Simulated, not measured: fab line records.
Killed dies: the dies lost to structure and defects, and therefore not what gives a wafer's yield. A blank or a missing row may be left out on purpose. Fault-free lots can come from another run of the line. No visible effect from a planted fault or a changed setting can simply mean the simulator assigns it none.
Matching of chambers :: flow n5 finfet :: N5_BEOL_M9_CURE_72 on uv cure-01: 3 sister chambers
The step cures SiCOH lowk, time 120 s. 27 wafers are shown with their chamber, then 12 later ones without.

WAFERS, EACH WITH ITS CHAMBER
wafer: L077.1
chamber: 1
wafer_temp_C_max: 372.3
lamp power pct (%): 52.29

wafer: L077.2
chamber: 1
wafer_temp_C_max: 371.7
lamp power pct (%): 52.37

wafer: L077.5
chamber: 1
wafer_temp_C_max: 371.6
lamp power pct (%): 52.27

wafer: L080.1
chamber: 1
wafer_temp_C_max: 372.4
lamp power pct (%): 52.28

wafer: L080.2
chamber: 1
wafer_temp_C_max: 372.5
lamp power pct (%): 52.32

wafer: L080.5
chamber: 1
wafer_temp_C_max: 372.0
lamp power pct (%): 52.26

wafer: L081.1
chamber: 0
wafer_temp_C_max: 370.9
lamp power pct (%): 52.24

wafer: L081.3
chamber: 0
wafer_temp_C_max: 371.3
lamp power pct (%): 52.33

wafer: L081.4
chamber: 0
wafer_temp_C_max: 371.1
lamp power pct (%): 52.29

wafer: L083.1
chamber: 0
wafer_temp_C_max: 371.1
lamp power pct (%): 52.25

wafer: L083.5
chamber: 0
wafer_temp_C_max: 371.0
lamp power pct (%): 52.26

wafer: L083.6
chamber: 0
wafer_temp_C_max: 370.6
lamp power pct (%): 52.31

wafer: L084.3
chamber: 1
wafer_temp_C_max: 372.8
lamp power pct (%): 52.42

wafer: L084.5
chamber: 1
wafer_temp_C_max: 373.0
lamp power pct (%): 52.34

wafer: L084.6
chamber: 1
wafer_temp_C_max: 372.3
lamp power pct (%): 52.32

wafer: L086.2
chamber: 2
wafer_temp_C_max: 372.7
lamp power pct (%): 52.20

wafer: L086.3
chamber: 2
wafer_temp_C_max: 372.3
lamp power pct (%): 52.30

wafer: L086.6
chamber: 2
wafer_temp_C_max: 372.5
lamp power pct (%): 52.29

wafer: L092.2
chamber: 2
wafer_temp_C_max: 372.8
lamp power pct (%): 52.37

wafer: L092.3
chamber: 2
wafer_temp_C_max: 372.7
lamp power pct (%): 52.25

wafer: L092.4
chamber: 2
wafer_temp_C_max: 371.4
lamp power pct (%): 52.35

wafer: L087.3
chamber: 1
wafer_temp_C_max: 372.5
lamp power pct (%): 52.37

wafer: L087.4
chamber: 1
wafer_temp_C_max: 372.0
lamp power pct (%): 52.25

wafer: L087.6
chamber: 1
wafer_temp_C_max: 372.7
lamp power pct (%): 52.36

wafer: L089.2
chamber: 0
wafer_temp_C_max: 371.5
lamp power pct (%): 52.25

wafer: L089.4
chamber: 0
wafer_temp_C_max: 371.6
lamp power pct (%): 52.28

wafer: L089.5
chamber: 0
wafer_temp_C_max: 371.0
lamp power pct (%): 52.30

SIGNATURES (averages over the wafers above)
reading: wafer_temp_C_max
chamber 0: 371.122
chamber 1: 372.317
chamber 2: 372.400
scatter within a chamber: 0.415

reading: lamp power pct
chamber 0: 52.2789
chamber 1: 52.3208
chamber 2: 52.2933
scatter within a chamber: 0.0491
Rule: a wafer lies at a distance from a chamber equal to the root of the sum of squares, over the readings, of (its reading less the chamber's mean, divided by the reading's scatter). The wafer belongs to the nearest chamber; if the next one is less than 2 further off, it can't be placed. The scatter is the square root of a quotient: the sum, over the shown wafers, of each reading's squared deviation from its chamber's mean, divided by wafers minus chambers.

WAFERS WITH NO CHAMBER GIVEN
wafer: L091.1
wafer_temp_C_max: 373.1
lamp power pct (%): 52.39

wafer: L091.3
wafer_temp_C_max: 372.0
lamp power pct (%): 52.33

wafer: L091.4
wafer_temp_C_max: 372.4
lamp power pct (%): 52.31

wafer: L093.3
wafer_temp_C_max: 372.0
lamp power pct (%): 52.27

wafer: L093.5
wafer_temp_C_max: 372.2
lamp power pct (%): 52.35

wafer: L093.6
wafer_temp_C_max: 371.8
lamp power pct (%): 52.24

wafer: L097.1
wafer_temp_C_max: 371.3
lamp power pct (%): 52.29

wafer: L097.2
wafer_temp_C_max: 370.6
lamp power pct (%): 52.28

wafer: L097.6
wafer_temp_C_max: 371.1
lamp power pct (%): 52.38

wafer: L094.1
wafer_temp_C_max: 372.2
lamp power pct (%): 52.37

wafer: L094.2
wafer_temp_C_max: 372.1
lamp power pct (%): 52.34

wafer: L094.6
wafer_temp_C_max: 372.8
lamp power pct (%): 52.26

EACH ONE'S CHAMBER
wafer: L091.1
from the rows above: can't be placed: 1 or 2
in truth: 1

wafer: L091.3
from the rows above: can't be placed: 1 or 2 or 0
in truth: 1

wafer: L091.4
from the rows above: can't be placed: 1 or 2
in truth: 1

wafer: L093.3
from the rows above: can't be placed: 2 or 1 or 0
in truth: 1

wafer: L093.5
from the rows above: can't be placed: 1 or 2
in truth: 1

wafer: L093.6
from the rows above: can't be placed: 2 or 0 or 1
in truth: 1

wafer: L097.1
from the rows above: 0
in truth: 0

wafer: L097.2
from the rows above: 0
in truth: 0

wafer: L097.6
from the rows above: can't be placed: 0 or 1 or 2
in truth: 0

wafer: L094.1
from the rows above: can't be placed: 1 or 2
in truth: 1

wafer: L094.2
from the rows above: can't be placed: 1 or 2
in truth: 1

wafer: L094.6
from the rows above: can't be placed: 2 or 1
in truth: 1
Correctly placed: 2 of 12. Can't be placed from these rows: 10 (the true chamber is among the candidates in 10). Number placed wrongly: 0.
